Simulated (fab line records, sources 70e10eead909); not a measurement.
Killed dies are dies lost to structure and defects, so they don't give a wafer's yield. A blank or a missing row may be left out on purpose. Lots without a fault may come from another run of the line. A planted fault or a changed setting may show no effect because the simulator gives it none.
Which tool did it? | flow nand_harc | 12 lots, 36 wafers sampled, at 6 steps of a route of 1302

WHAT THE GAUGES READ, wafer by wafer
NHARC_A_M0_THK_MEAS_24: measures by xrf.
lot  | measured     | on            | thk_nm (nm)
L854 | day 23 00:56 | film_metro-01 | 115.6 116.0 115.2
L856 | day 23 11:50 | film_metro-01 | 113.5 110.4 113.5
L862 | day 26 07:52 | film_metro-02 | 114.3 116.3 114.9
L864 | day 26 22:21 | film_metro-01 | 115.7 115.7 118.2
L866 | day 27 05:53 | film_metro-02 | 112.7 112.8 109.7
L869 | day 30 02:42 | film_metro-01 | 115.4 115.3 115.0
L871 | day 30 16:23 | film_metro-02 | 114.0 115.6 116.5
L872 | day 30 19:38 | film_metro-01 | 116.0 113.6 114.5
L874 | day 30 22:25 | film_metro-01 | 116.2 115.4 115.0
L873 | day 31 01:48 | film_metro-02 | 113.4 114.4 115.2
L876 | day 31 17:50 | film_metro-02 | 118.7 117.5 115.7
L875 | day 32 12:01 | film_metro-02 | 111.8 110.2 112.0

NHARC_A_M1_INSPECT_11.
lot  | measured     | on                | raw_defect_count
L854 | day 23 02:29 | defect_inspect-02 | 127 154 134
L856 | day 23 13:35 | defect_inspect-01 | 63 79 61
L862 | day 26 09:32 | defect_inspect-02 | 207 180 189
L864 | day 27 00:02 | defect_inspect-01 | 274 26 301
L866 | day 27 07:34 | defect_inspect-02 | 244 297 33
L869 | day 30 04:22 | defect_inspect-01 | 107 93 106
L871 | day 30 17:55 | defect_inspect-02 | 69 64 73
L872 | day 30 21:11 | defect_inspect-02 | 88 65 71
L874 | day 30 23:59 | defect_inspect-02 | 35 24 30
L873 | day 31 03:29 | defect_inspect-02 | 156 146 140
L876 | day 31 19:31 | defect_inspect-02 | 109 110 109
L875 | day 32 20:25 | defect_inspect-02 | 53 57 48

NHARC_END_SORT_01.
lot  | measured     | on        | defect_limited_yield (%) | killed_at_array | killed_at_other | killed_at_periphery | killed_dies | killed_open | killed_short
L864 | day 28 11:41 | prober-02 | 88 96 89                 | 74 28 73        | 0 0 0           | 4 2 4               | 78 30 77    | 6 5 6       | 2 2 1
L866 | day 28 22:23 | prober-02 | 88 88 94                 | 75 80 37        | 3 0 0           | 1 1 2               | 79 81 39    | 2 1 3       | 2 2 5
L871 | day 32 08:10 | prober-02 | 93 92 92                 | 46 49 50        | 0 0 0           | 4 4 5               | 50 53 55    | 6 1 2       | 1 4 5
L872 | day 32 05:50 | prober-01 | 91 92 93                 | 60 48 44        | 0 1 0           | 4 2 3               | 64 51 47    | 1 0 2       | 2 1 0

WHICH TOOL RAN EACH LOT (tool, then ch and the chambers of the sampled wafers, then the start)
lot  | NHARC_A_M0_DESCUM_14               | NHARC_A_M0_PVD_21                       | NHARC_A_M0_DEP_32
L854 | rie_diel-05 ch 0,1,2, day 22 22:34 | pvd_sputter-01, day 23 00:56 or earlier | pecvd-03 ch 0,1, day 23 01:14
L856 | rie_diel-10 ch 0,1,2, day 23 09:31 | pvd_sputter-01, day 23 11:50 or earlier | pecvd-04 ch 0,1,2, day 23 12:13
L862 | rie_diel-09 ch 1,2,3, day 26 05:33 | pvd_sputter-02, day 26 07:52 or earlier | pecvd-03 ch 0,1,2, day 26 08:13
L864 | rie_diel-05 ch 2,3, day 26 20:00   | pvd_sputter-03, day 26 22:21 or earlier | pecvd-03 ch 1,2, day 26 22:42
L866 | rie_diel-09 ch 0,1, day 27 03:34   | pvd_sputter-01, day 27 05:53 or earlier | pecvd-03 ch 0,1, day 27 06:16
L869 | rie_diel-09 ch 0,2,3, day 30 00:25 | pvd_sputter-02, day 30 02:42 or earlier | pecvd-01 ch 0,1, day 30 03:00
L871 | rie_diel-05 ch 0,3, day 30 14:05   | pvd_sputter-02, day 30 16:23 or earlier | pecvd-03 ch 0,1,2, day 30 16:49
L872 | rie_diel-05 ch 1,3, day 30 17:17   | pvd_sputter-02, day 30 19:38 or earlier | pecvd-03 ch 0,1,2, day 30 19:56
L874 | rie_diel-10 ch 1,3, day 30 20:05   | pvd_sputter-03, day 30 22:25 or earlier | pecvd-03 ch 0,1,2, day 30 22:46
L873 | rie_diel-10 ch 0,1,2, day 30 23:31 | pvd_sputter-03, day 31 01:48 or earlier | pecvd-03 ch 0,2, day 31 02:11
L876 | rie_diel-09 ch 1,2,3, day 31 15:32 | pvd_sputter-02, day 31 17:50 or earlier | pecvd-01 ch 1,2, day 31 18:08
L875 | rie_diel-10 ch 0,2,3, day 32 01:03 | pvd_sputter-01, day 32 12:01 or earlier | pecvd-01 ch 0,2, day 32 19:08
- NHARC_A_M0_DESCUM_14: chemistry O2, time 3 s.
- NHARC_A_M0_PVD_21: deposits Cu, target thk 30 nm, time 20.49 s.
- NHARC_A_M0_DEP_32: deposits SiCN, target thk 30 nm.

WHAT THE TOOLS THEMSELVES READ (means of the sampled wafers that have a number; where no wafer has one, the mark that the record gives instead)
NHARC_A_M0_DESCUM_14.
lot  | tool        | drypump_motor_current_A (A) | oes_product_au (a.u.) | rf_vpp_V (V) | showerhead_plenum_p_Torr (Torr) | throttle_valve_pct (%)
L854 | rie_diel-05 | 5.4                         | 1.000                 | 57.7         | 1.97                            | 11.318
L856 | rie_diel-10 | 5.4                         | 0.998                 | 58.0         | 1.87                            | 11.307
L862 | rie_diel-09 | 5.7                         | 0.994                 | 57.5         | 1.97                            | 11.309
L864 | rie_diel-05 | 5.5                         | 1.008                 | 58.4         | 2.00                            | 11.309
L866 | rie_diel-09 | 5.4                         | 0.997                 | 58.0         | 2.04                            | 11.311
L869 | rie_diel-09 | 6.0                         | 0.997                 | 57.9         | 1.96                            | 11.307
L871 | rie_diel-05 | 5.8                         | 1.017                 | 57.7         | 2.01                            | 11.313
L872 | rie_diel-05 | 5.5                         | 1.012                 | 58.0         | 1.97                            | 11.309
L874 | rie_diel-10 | 5.7                         | 1.004                 | 57.3         | 1.81                            | 11.309
L873 | rie_diel-10 | 5.4                         | 0.998                 | 58.6         | 1.86                            | 11.312
L876 | rie_diel-09 | 5.7                         | 0.988                 | 57.7         | 1.97                            | 11.307
L875 | rie_diel-10 | 5.4                         | 0.998                 | 57.6         | 1.91                            | 11.304

NHARC_A_M0_PVD_21.
lot  | tool           | throttle_valve_pct (%)
L854 | pvd_sputter-01 | 29.0
L856 | pvd_sputter-01 | 29.1
L862 | pvd_sputter-02 | 30.9
L864 | pvd_sputter-03 | 30.2
L866 | pvd_sputter-01 | 29.6
L869 | pvd_sputter-02 | 30.0
L871 | pvd_sputter-02 | 30.1
L872 | pvd_sputter-02 | 29.9
L874 | pvd_sputter-03 | 30.5
L873 | pvd_sputter-03 | 29.3
L876 | pvd_sputter-02 | 30.1
L875 | pvd_sputter-01 | 29.6

NHARC_A_M0_DEP_32.
lot  | tool     | heater_power_w (W)
L854 | pecvd-03 | 548
L856 | pecvd-04 | 605
L862 | pecvd-03 | 470
L864 | pecvd-03 | 502
L866 | pecvd-03 | 525
L869 | pecvd-01 | 614
L871 | pecvd-03 | 482
L872 | pecvd-03 | 499
L874 | pecvd-03 | 472
L873 | pecvd-03 | 503
L876 | pecvd-01 | 538
L875 | pecvd-01 | 539

THE ANSWER, worked out from the rows above alone
Rule: what is usual is taken from the lots themselves. Put in order of their means at a reading, lots are off if they are a third of the lots or fewer, leave a main group of 4 or more, and stand apart from it by a gap of 3 or more times the standard deviation of the main group's means; of several such gaps the widest counts. A main group whose means are all the same, to the digits that the tables above print for the reading, isn't used. A lot without any number at a reading at which 4 lots or more have one is off too. The other lots that the step has rows for count as sound. The gauges are gone through in route order, then the tools' own readings, and for those a lot's mean is taken as printed above. The first step at which some lot is off is used, and at that step the reading that is off furthest; a lot without a number counts as furthest.
No lot is off at any reading shown: from this, nothing can be told.

WHAT THE SIMULATOR HAD PUT IN
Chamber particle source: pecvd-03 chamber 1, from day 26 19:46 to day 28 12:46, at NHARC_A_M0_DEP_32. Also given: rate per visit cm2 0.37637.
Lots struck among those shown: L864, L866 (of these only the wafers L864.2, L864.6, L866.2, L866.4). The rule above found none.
